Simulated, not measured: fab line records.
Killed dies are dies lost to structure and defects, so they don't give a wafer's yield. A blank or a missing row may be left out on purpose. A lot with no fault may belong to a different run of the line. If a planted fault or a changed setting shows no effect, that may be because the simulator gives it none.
What tool caused it?	flow n5-finfet	10 lots with 30 wafers sampled at 5 steps, on a route of 1938 steps

## WHAT THE GAUGES READ, wafer by wafer
N5_WELL_APT_OVL_MEAS_09.
lot	measured	on	NWELL_OVL (nm)
L473	day 1 19:43	overlay-01	10 8 5
L478	day 3 01:43	overlay-01	6 5 5
L481	day 3 19:43	overlay-02	3 8 2
L482	day 4 01:50	overlay-01	-3 -5 -2
L483	day 4 07:47	overlay-01	11 8 6
L490	day 6 01:43	overlay-01	4 1 5
L491	day 6 07:35	overlay-01	2 4 3
L493	day 6 19:50	overlay-02	-4 3 6
L494	day 7 01:50	overlay-02	2 3 9
L495	day 7 07:43	overlay-02	4 9 4

N5_BEOL_M4_RC_MEAS_101.
lot	measured	on	DIBL_N (mV/V)	DIBL_P (mV/V)	IOFF_N (nA/um)	IOFF_P (nA/um)	ION_N (uA/um)	ION_P (uA/um)	RS_PWELL (ohm/sq)	SS_N (mV/dec)	SS_P (mV/dec)	VT_N (mV)	VT_P (mV)
L473	day 9 01:08	prober-01	37.5 38.1 38.2	36.8 38.0 38.0	0.167 0.175 0.187	0.23 0.25 0.26	666 671 680	457 462 468	3004 2996 2949	71.6 71.3 72.5	74.2 73.7 74.3	248.8 248.0 248.9	-249 -244 -246
L478	day 9 23:01	prober-01	35.5 38.1 35.7	36.1 38.4 36.6	0.146 0.192 0.154	0.20 0.24 0.21	666 687 680	453 462 468	3047 3028 3011	71.3 71.6 70.6	73.2 73.6 73.5	252.9 246.5 246.8	-253 -249 -251
L481	day 10 18:48	prober-02	38.9 39.5 39.1	37.9 38.2 37.9	0.219 0.237 0.224	0.28 0.28 0.28	683 690 696	474 469 473	22672 22627 22801	72.0 72.1 72.5	73.7 74.2 73.8	246.9 242.8 244.1	-247 -246 -245
L482	day 11 14:23	prober-02	35.8 36.0 35.4	36.2 36.5 35.6	0.167 0.166 0.154	0.22 0.22 0.21	675 677 667	464 463 458	22529 22490 22608	71.6 70.6 71.2	73.8 73.2 73.4	249.9 249.9 250.9	-248 -248 -249
L483	day 11 17:46	prober-01	35.7 33.8 35.5	35.7 33.9 36.0	0.161 0.134 0.159	0.22 0.20 0.23	680 664 672	465 467 460	22292 22307 22349	71.3 70.6 71.8	73.0 72.6 73.0	248.3 249.7 250.0	-249 -249 -248
L490	day 12 18:37	prober-01	37.5 35.4 36.4	35.8 34.7 35.1	0.166 0.140 0.143	0.21 0.20 0.20	678 668 668	463 462 460	2976 2969 3008	71.2 71.3 71.1	73.0 72.8 72.6	249.6 248.2 247.9	-249 -251 -252
L491	day 13 19:29	prober-01	33.9 34.3 34.3	34.1 34.0 33.9	0.123 0.123 0.128	0.21 0.20 0.21	676 665 663	477 459 467	3022 3004 3004	71.4 71.0 71.2	72.4 73.1 72.2	255.8 254.4 256.5	-246 -248 -247
L493	day 13 21:23	prober-01	35.9 35.8 35.9	35.8 36.3 36.1	0.146 0.143 0.152	0.20 0.20 0.20	667 671 675	459 467 462	3048 3060 3015	71.0 71.2 71.4	73.1 73.1 72.5	253.6 250.4 251.3	-251 -253 -254
L494	day 14 04:17	prober-01	36.0 34.9 35.7	37.1 35.2 36.3	0.169 0.145 0.164	0.22 0.19 0.22	669 662 672	465 456 462	3024 3029 3015	71.8 71.6 71.7	73.4 73.5 73.8	249.5 252.3 250.3	-250 -251 -248
L495	day 14 08:29	prober-01	36.3 36.5 38.5	35.8 35.5 39.0	0.173 0.165 0.217	0.24 0.23 0.30	681 671 696	463 462 473	2961 3009 3022	71.5 72.0 72.0	73.2 74.0 74.1	246.1 247.7 243.8	-246 -246 -245

## EACH LOT AND THE TOOL THAT RAN IT (in order: tool; ch and the chambers of the sampled wafers; start)
lot	N5_ZERO_LAYER_STRIP_24	N5_WELL_APT_DESCUM_30	N5_WELL_APT_IMPLANT_31
L473	plasma-asher-02 ch 0,1, day 1 18:53	rie-diel-04 ch 1,2,3, day 1 21:02	implanter-02 ch 0, day 1 21:08
L478	plasma-asher-01 ch 0,1, day 3 01:01	rie-diel-04 ch 0,1,2, day 3 03:42	implanter-02 ch 0, day 3 03:48
L481	plasma-asher-02 ch 0,1, day 3 18:53	rie-diel-03 ch 0,2, day 3 21:21	implanter-01, day 3 21:29
L482	plasma-asher-02 ch 0,1, day 4 01:01	rie-diel-01 ch 0,2, day 4 03:34	implanter-01, day 4 03:40
L483	plasma-asher-01 ch 0,1, day 4 07:05	rie-diel-03 ch 0,1, day 4 09:39	implanter-02, day 4 09:45
L490	plasma-asher-02 ch 0,1, day 6 00:53	rie-diel-03 ch 0,1,3, day 6 03:09	implanter-02 ch 0, day 6 03:15
L491	plasma-asher-01 ch 0,1, day 6 06:55	rie-diel-04 ch 1,3, day 6 08:52	implanter-01 ch 0, day 6 09:01
L493	plasma-asher-02 ch 0, day 6 19:01	rie-diel-04 ch 0,1,3, day 6 21:43	implanter-01 ch 0, day 6 21:50
L494	plasma-asher-01 ch 0,1, day 7 01:01	rie-diel-04 ch 2,3, day 7 03:08	implanter-01 ch 0, day 7 03:14
L495	plasma-asher-01 ch 0,1, day 7 07:01	rie-diel-01 ch 0,1,2, day 7 09:10	implanter-02 ch 0, day 7 09:16
- N5_ZERO_LAYER_STRIP_24: strips in O2.
- N5_WELL_APT_DESCUM_30: chemistry O2, time 7.9 s.
- N5_WELL_APT_IMPLANT_31

## AS READ BY THE TOOLS THEMSELVES (means over the sampled wafers that have a number; for cases with no such wafer, the mark the record gives instead)
N5_ZERO_LAYER_STRIP_24.
lot	tool	drypump-motor-current-A (A)	heater-power-w (W)	oes-product-au (a.u.)	strip-time-to-endpoint-s (s)
L473	plasma-asher-02	5.2	332	0.645	43.66
L478	plasma-asher-01	5.3	337	0.643	43.80
L481	plasma-asher-02	5.2	332	0.649	43.77
L482	plasma-asher-02	5.5	313	0.645	43.79
L483	plasma-asher-01	5.7	346	0.648	43.84
L490	plasma-asher-02	5.5	321	0.646	43.76
L491	plasma-asher-01	5.6	351	0.649	43.77
L493	plasma-asher-02	5.8	300	0.645	43.70
L494	plasma-asher-01	5.7	349	0.642	43.99
L495	plasma-asher-01	5.3	337	0.652	43.97

N5_WELL_APT_DESCUM_30.
lot	tool	drypump-motor-current-A (A)	oes-product-au (a.u.)	rf-vpp-V (V)	showerhead-plenum-p-Torr (Torr)	throttle-valve-pct (%)
L473	rie-diel-04	5.8	0.72	242.8	2.04	20.71
L478	rie-diel-04	5.8	0.90	244.1	2.15	20.32
L481	rie-diel-03	5.3	0.76	244.7	2.16	20.71
L482	rie-diel-01	6.1	0.82	243.0	2.06	20.17
L483	rie-diel-03	5.5	0.68	242.0	2.06	20.49
L490	rie-diel-03	5.8	0.71	242.5	2.04	20.49
L491	rie-diel-04	5.8	0.88	245.0	2.22	20.41
L493	rie-diel-04	5.8	0.87	244.4	2.16	20.28
L494	rie-diel-04	5.6	0.80	244.2	2.18	20.66
L495	rie-diel-01	6.0	0.75	242.4	2.06	20.34

N5_WELL_APT_IMPLANT_31.
lot	tool	beam-energy-keV	beam-on-s (s)
L473	implanter-02	60.006	9.89
L478	implanter-02	59.998	9.87
L481	implanter-01	-	-
L482	implanter-01	-	-
L483	implanter-02	-	-
L490	implanter-02	60.007	9.99
L491	implanter-01	59.991	10.17
L493	implanter-01	59.998	10.03
L494	implanter-01	60.002	10.23
L495	implanter-02	59.999	9.79

## THE ANSWER, worked out from the rows above alone
Rule: what is usual is taken from the lots themselves. The widest of any qualifying gaps counts: lots, ordered by their means at a reading, are off when they make up no more than a third of the lots, leave a main group of 4 or more, and stand apart from it by 3 or more times the standard deviation of that group's means. If all means in a main group match to the digits the tables above print for the reading, that group is not used. A lot without any number at a reading at which 4 lots or more have one is off too. Where the step has rows for the other lots, those lots are counted as sound. Order of review: gauges by route order, followed by the tools' own readings, for which a lot's mean as printed above is used. The first step at which some lot is off is used, and at that step the reading that is off furthest; a lot without a number counts as furthest.
Off: at N5_BEOL_M4_RC_MEAS_101 (RS_PWELL), L481, L482, L483. For the main group the mean is 3010 ohm/sq and the standard deviation 21.
A tool fits if, at a process step before that reading, it ran every lot that is off, and no sound lot after the first of them. Not tried: the gauges at N5_BEOL_M4_RC_MEAS_101; whatever is off there is also off at N5_WELL_APT_IMPLANT_31, on other tools, and gauge error can't account for it. No candidate that was tried fits.

## WHAT THE SIMULATOR PUT IN
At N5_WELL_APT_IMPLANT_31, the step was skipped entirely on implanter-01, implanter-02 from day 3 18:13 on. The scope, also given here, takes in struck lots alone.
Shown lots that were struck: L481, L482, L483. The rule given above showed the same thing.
